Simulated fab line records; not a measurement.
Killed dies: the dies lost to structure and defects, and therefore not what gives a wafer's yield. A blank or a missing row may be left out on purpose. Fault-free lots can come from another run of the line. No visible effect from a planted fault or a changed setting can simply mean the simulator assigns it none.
Matching of chambers    flow n5_finfet    4 sister chambers for N5_GATE_CUT_CMP_43 on cmp-02
The step polishes SiO2. 4 wafers are shown with their chamber, then 7 later ones without.

== WAFERS PAIRED WITH THEIR CHAMBERS ==
wafer   chamber  motor_current_A (A)
L077.3  3        12.2
L086.4  1        14.0
L087.1  2        9.9
L087.2  0        10.6

== WAFERS MISSING THEIR CHAMBER ==
wafer   motor_current_A (A)
L087.3  12.2
L090.2  10.7
L090.3  13.7
L090.5  9.3
L094.1  9.4
L094.2  12.2
L094.3  15.1

== WHICH CHAMBER EACH WENT THROUGH ==
wafer   from the rows above      in truth
L087.3  3                        3
L090.2  can't be placed: 0 or 2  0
L090.3  1                        1
L090.5  can't be placed: 2 or 0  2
L094.1  can't be placed: 2 or 0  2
L094.2  3                        3
L094.3  1                        1
Correct placement for 4 of the 7. Cannot be placed on the basis of these rows: 3; the candidates contain the true chamber in 3. Wrongly placed: 0.
How it was worked out, from the rows above alone: a wafer's distance from a chamber is the root of the sum, over the readings, of the square of ((its reading less the chamber's mean) divided by the reading's scatter). If the next closest chamber is less than 2 further off than the closest, the wafer can't be placed; otherwise it belongs to the closest. For every chamber, the mean is computed from those of its wafers that are shown. The scatter (one wafer shown for each chamber): square how far every hidden wafer sits from the nearest shown wafer, average those squares and take the square root.
